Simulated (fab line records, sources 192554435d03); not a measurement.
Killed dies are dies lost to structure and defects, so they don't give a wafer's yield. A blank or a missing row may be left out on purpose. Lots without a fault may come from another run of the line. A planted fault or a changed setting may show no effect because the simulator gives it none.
A struck lot beside a sound one | flow n5_finfet | 38 steps out of a route of 1938
Sound: wafers L959.2, L959.3, L959.6. Struck: wafer L962.1. (L962.6 of the same lot was not struck and is left out.) The cause comes at the end.
At each step with rows: each side's tool, then ch and its chambers, then its first start. Under that, the readings that differ: sound wafers | struck wafers | difference of the means | sigmas: that difference in standard deviations of wafers without a fault.
alike: readings whose means differ by less than 2 such deviations, and words and numbers that are the same on both sides. not compared: withheld readings, readings that some wafer has no value for, bounds like >300 that may hide the same value, and numbers for which the record gives no deviation and whose values overlap.
The two part at a step that has a row with sigmas, a row that says differs or no value, or rows on one side only. Numbers that don't overlap but have no deviation are shown without sigmas and don't part them. A reading that every wafer of one side lacks parts them only if that side has two wafers or more.

first, 9 steps without rows for these wafers: N5_BEOL_M1_ANNEAL_95 (time 240 s); N5_BEOL_M1_SPUTTER_96 (material Cu, target thk 4.5 nm, time 8.29 s); N5_BEOL_M1_ECD_50 (material Cu, target thk 300 nm); N5_BEOL_M1_ANNEAL_51 (time 90 s); N5_BEOL_M1_CMP_52 (polishes, stops on SiOC, t overpolish 6.8 s, target thk 40 nm); N5_BEOL_M1_PRE_CLEAN_60 (time 15 s); N5_BEOL_M1_CO_CAP_55 (material Co, precursor CCTBA/H2, target thk 2 nm, time 102.1 s); N5_BEOL_M1_PRE_CLEAN_56 (time 15 s); N5_BEOL_M1_DEP_57 (deposits SiCN from 3MS/NH3, target thk 8 nm, time 14 s).
N5_BEOL_M2_ILD_DEP_00: deposits SiOC from DEMS/O2, target thk 79 nm, time 15.3 s.
  sound on pecvd-03 ch 1,2, day 9 12:17; struck on pecvd-03 ch 1, day 9 19:50
  reading                                      | sound          | struck | difference | sigmas
  model.SiOC_of_BEOL_M2_ILD_DEP_00.thk_nm (nm) | 76.4 75.8 78.2 | 57.6   | -19.2      |
  alike: heater_power_w, showerhead_plenum_p_Torr, throttle_valve_pct
N5_BEOL_M2_THK_MEAS_01:
  sound on film_metro-01, day 9 12:21; struck on film_metro-01, day 9 19:54
  reading         | sound          | struck | difference | sigmas
  M2_ILD_THK (nm) | 76.5 75.7 78.2 | 57.7   | -19.1      | -17
then, 24 steps without rows for these wafers: N5_BEOL_M2_PECVD_72 (deposits SiO2 from TEOS/O2, target thk 16 nm, time 18 s); N5_BEOL_M2_HM_DEP_02 (deposits TiN, target thk 20 nm); N5_BEOL_M2_COAT_61 (time 60 s, resist thk 60 nm); N5_BEOL_M2_COAT_62 (time 60 s, resist thk 12 nm); N5_BEOL_M2_COAT_73 (time 60 s, resist thk 5 nm); N5_BEOL_M2_COAT_05 (resist thk 30 nm); N5_BEOL_M2_EBR_07; N5_BEOL_M2_SOFTBAKE_06 (time 60 s); N5_BEOL_M2_EXPOSE_08 (exposes mask M2); N5_BEOL_M2_PEB_09 (peb time 60 s); N5_BEOL_M2_DEVELOP_10 (develop time 30 s); N5_BEOL_M2_DESCUM_16 (chemistry O2, time 7 s); N5_BEOL_M2_ETCH_74 (etches underlayer in N2/H2, target depth 6.5 nm, time 5.2 s); N5_BEOL_M2_ETCH_63 (etches SiARC in CF4, target depth 15.6 nm, time 26 s); N5_BEOL_M2_ETCH_64 (etches SOC in N2/H2, target depth 75 nm, overetch 22.5 nm, time 121.9 s); N5_BEOL_M2_STRIP_65 (strips in N2/H2); N5_BEOL_M2_STRIP_75 (strips in N2/H2); N5_BEOL_M2_STRIP_66 (strips in CF4); N5_BEOL_M2_HM_OPEN_17 (chemistry Cl2/BCl3, target TiN, target depth 20 nm, overetch 6 nm); N5_BEOL_M2_STRIP_19 (strips in O2); N5_BEOL_M2_COAT_67 (time 60 s, resist thk 60 nm); N5_BEOL_M2_COAT_68 (time 60 s, resist thk 12 nm); N5_BEOL_M2_COAT_76 (time 60 s, resist thk 5 nm); N5_BEOL_M2_COAT_22 (resist thk 30 nm).
N5_BEOL_M2_CMP_52: polishes, stops on SiOC, t overpolish 6.8 s, target thk 40 nm.
  sound on cmp-04 ch 1,3, day 9 19:28; struck on cmp-02 ch 0, day 10 08:10
  reading                                      | sound          | struck | difference | sigmas
  model.SiOC_of_BEOL_M2_ILD_DEP_00.thk_nm (nm) | 73.4 72.8 75.2 | 54.6   | -19.2      |
  alike: clearing_platen_rpm, motor_current_A
N5_BEOL_M4_RC_MEAS_101:
  sound on prober-01 ch 0, day 10 20:17; struck on prober-01 ch 0, day 11 04:58
  alike: DIBL_N, DIBL_P, IOFF_N, IOFF_P, ION_N, ION_P, SS_N, SS_P, VT_N, VT_P
-- the record jumps here: 4 days lie between the struck wafers' starts before and after (it left off in module BEOL_M4 and takes up again in module PASSIVATION, whose first step shown is number 1936 of the route) --
N5_PASSIVATION_PROBE_49:
  sound on prober-01, day 15 03:17; struck on prober-02, day 15 11:18
  reading            | sound    | struck | difference | sigmas
  killed_at_M0_to_M3 | 34 32 18 | 53     | +25        | +2
  alike: defect_limited_yield, killed_at_M4_up, killed_at_contacts, killed_at_front_end, killed_at_other, killed_dies, killed_open, killed_short, sort_bin_4_leakage, sort_bin_5_function, sort_bin_6_memory, sort_n_pass, sort_yield_pct

WHERE THEY PART
First at N5_BEOL_M2_THK_MEAS_01; last, within this record, at N5_PASSIVATION_PROBE_49.

WHY: what the simulator had put in
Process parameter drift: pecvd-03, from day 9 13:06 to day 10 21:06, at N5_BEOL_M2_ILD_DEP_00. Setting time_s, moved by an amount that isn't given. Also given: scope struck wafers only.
